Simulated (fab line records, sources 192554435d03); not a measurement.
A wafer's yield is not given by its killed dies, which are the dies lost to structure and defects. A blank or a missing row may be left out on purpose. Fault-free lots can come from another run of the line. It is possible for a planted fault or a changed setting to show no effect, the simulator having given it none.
A lot that was struck, set against a sound lot / flow n5Finfet / 30 steps out of a route of 1938
Sound: the wafers L523.1, L523.2, L523.6. Struck: wafer L534.4 (L534.5, L534.6, from the same lot, were not struck and are left out); the cause is given at the end.
Per side, at each step with rows, come the tool, then ch with its chambers, and then its first start. Under that, the readings that differ: sound wafers / struck wafers / difference of the means / sigmas: that difference in standard deviations of wafers without a fault.
alike: same words and numbers on both sides, and readings whose means sit less than 2 such deviations apart. not compared: any withheld reading, any reading some wafer has no value for, any bound like >300 that may hide the same value, and any number with overlapping values for which the record gives no deviation.
A row with sigmas, a row that says differs or no value, or rows on one side alone: a step with any of these is where the two part. When numbers do not overlap yet have no deviation, they are printed without sigmas and do not part them. A reading that every wafer of one side lacks parts them only if that side has two wafers or more.

first, 4 steps without rows for these wafers: N5_MIM_BOT_LITHO_EXPOSE_05 (exposes mask MIM BOT); N5_MIM_BOT_LITHO_PEB_06; N5_MIM_BOT_LITHO_DEVELOP_07 (develop time 60 s); N5_MIM_BOT_LITHO_HARDBAKE_09 (time 120 s).
N5_MIM_BOT_LITHO_CD_MEAS_08: the cd target is 3000 nm.
  sound on cdSem-01 ch 0, day 13 07:19; struck on cdSem-01 ch 0, day 16 01:22
  alike: cdNm
N5_MIM_BOT_LITHO_OVL_MEAS_11:
  sound on overlay-02 ch 0, day 13 07:20; struck on overlay-01 ch 0, day 16 01:23
  alike: MIM_BOT_OVL
N5_MIM_BOT_LITHO_INSPECT_12: inspects for defects (macro).
  sound: defectInspect-02 at day 13 07:22; struck: defectInspect-02 at day 16 01:25
  alike: rawDefectCount
then, 1 step without rows for these wafers: N5_MIM_BOT_LITHO_DESCUM_10 (chemistry O2, time 7.9 s).
N5_MIM_BOT_ETCH_ETCH_04: etches SiNx in CF4/O2, target depth 26 nm, time 13 s.
  sound on rieDiel-05 ch 0,1, day 13 07:28; struck on rieDiel-06 ch 1, day 16 01:35
reading=drypumpMotorCurrentA (A); sound=5.6 5.1 5.1; struck=6.4; difference=+1.1; sigmas=+3
  alike: O2_flow_sccm, oesProductAu, rfVppV, showerheadPlenumPTorr, throttleValvePct
  not compared: rfHoursCounterH
then, 1 step without rows for these wafers: N5_MIM_BOT_ETCH_ETCH_03 (etches the open film in Cl2/BCl3, target depth 12 nm).
N5_MIM_BOT_ETCH_ETCH_00: etches TiN in Cl2/BCl3, target depth 45.5 nm.
  sound on rieMetal-03 ch 0,1, day 13 07:38; struck on rieMetal-02 ch 0, day 16 01:58
reading=oesProductAu (a.u.); sound=0.76 0.87 0.86; struck=0.63; difference=-0.20; sigmas=-2
  alike: drypumpMotorCurrentA, throttleValvePct
  not compared: rfHoursCounterH
N5_MIM_BOT_ETCH_STRIP_01: strips in O2.
  sound on rieDiel-05 ch 0,1,2, day 13 07:47; struck on rieDiel-04 ch 3, day 16 02:14
  alike: drypumpMotorCurrentA, oesProductAu, rfVppV, showerheadPlenumPTorr, throttleValvePct
  not compared: rfHoursCounterH
N5_MIM_BOT_ETCH_STRIP_02: strips in post etch residue remover, time 1200 s.
  sound on wetBench-03 ch 1,2,4, day 13 07:51; struck on wetBench-03 ch 1,2,5, day 16 02:17
then, 2 steps without rows for these wafers: N5_MIM_BOT_ETCH_CLEAN_05 (cleans in IPA, time 180 s); N5_MIM_BOT_ETCH_SRD_06 (time 30 s).
N5_PASSIVATION_PECVD_55: deposits SiO2 from SiH4/N2O, target thk 400 nm, time 22.5 s.
  sound on pecvd-01 ch 2, day 13 08:19; struck on pecvd-01 ch 0, day 16 02:44
reading=throttleValvePct (%); sound=50.0 49.7 49.8; struck=55.1; difference=+5.3; sigmas=+3
  alike: heaterPowerW, showerheadPlenumPTorr
N5_PASSIVATION_PECVD_01: deposits SiNx from SiH4/NH3/N2, target thk 200 nm, time 43.2 s.
  sound on pecvd-01 ch 2, day 13 08:25; struck on pecvd-01 ch 0, day 16 02:47
reading=throttleValvePct (%); sound=28.1 28.1 27.9; struck=31.1; difference=+3.1; sigmas=+3
  alike: heaterPowerW, showerheadPlenumPTorr
then, 8 steps without rows for these wafers: N5_PASSIVATION_HMDS_03 (time 60 s); N5_PASSIVATION_COAT_04; N5_PASSIVATION_EBR_06; N5_PASSIVATION_SOFTBAKE_05 (time 90 s); N5_PASSIVATION_EXPOSE_07 (exposes mask TV, defocus 0 nm, target cd 3000 nm); N5_PASSIVATION_PEB_08; N5_PASSIVATION_DEVELOP_09 (develop time 60 s); N5_PASSIVATION_HARDBAKE_11 (time 120 s).
N5_PASSIVATION_CD_MEAS_10: the cd target is 3000 nm.
  sound on cdSem-03 ch 0, day 13 12:00; struck on cdSem-03 ch 0, day 16 04:47
reading=cdNm (nm); sound=2998.8 2998.3 2997.7; struck=3001.5; difference=+3.2; sigmas=+2
N5_PASSIVATION_OVL_MEAS_60:
  sound on overlay-02 ch 0, day 13 12:02; struck on overlay-01 ch 0, day 16 04:49
  alike: TV_OVL
N5_PASSIVATION_INSPECT_61: inspects for defects (macro).
  sound: defectInspect-02 at day 13 12:04; struck: defectInspect-02 at day 16 04:50
reading=rawDefectCount; sound=0 1 3; struck=>300; difference=differs; sigmas=
then, 1 step without rows for these wafers: N5_PASSIVATION_DESCUM_12 (chemistry O2, time 7.9 s).
N5_PASSIVATION_PROBE_49:
  only the struck wafers here have rows in the record (prober-01, day 16 11:55); the sound ones have none

## WHERE THEY PART
At N5_MIM_BOT_ETCH_ETCH_04 first; at N5_PASSIVATION_PROBE_49 last (within this record only).

WHY: whatever the simulator had introduced
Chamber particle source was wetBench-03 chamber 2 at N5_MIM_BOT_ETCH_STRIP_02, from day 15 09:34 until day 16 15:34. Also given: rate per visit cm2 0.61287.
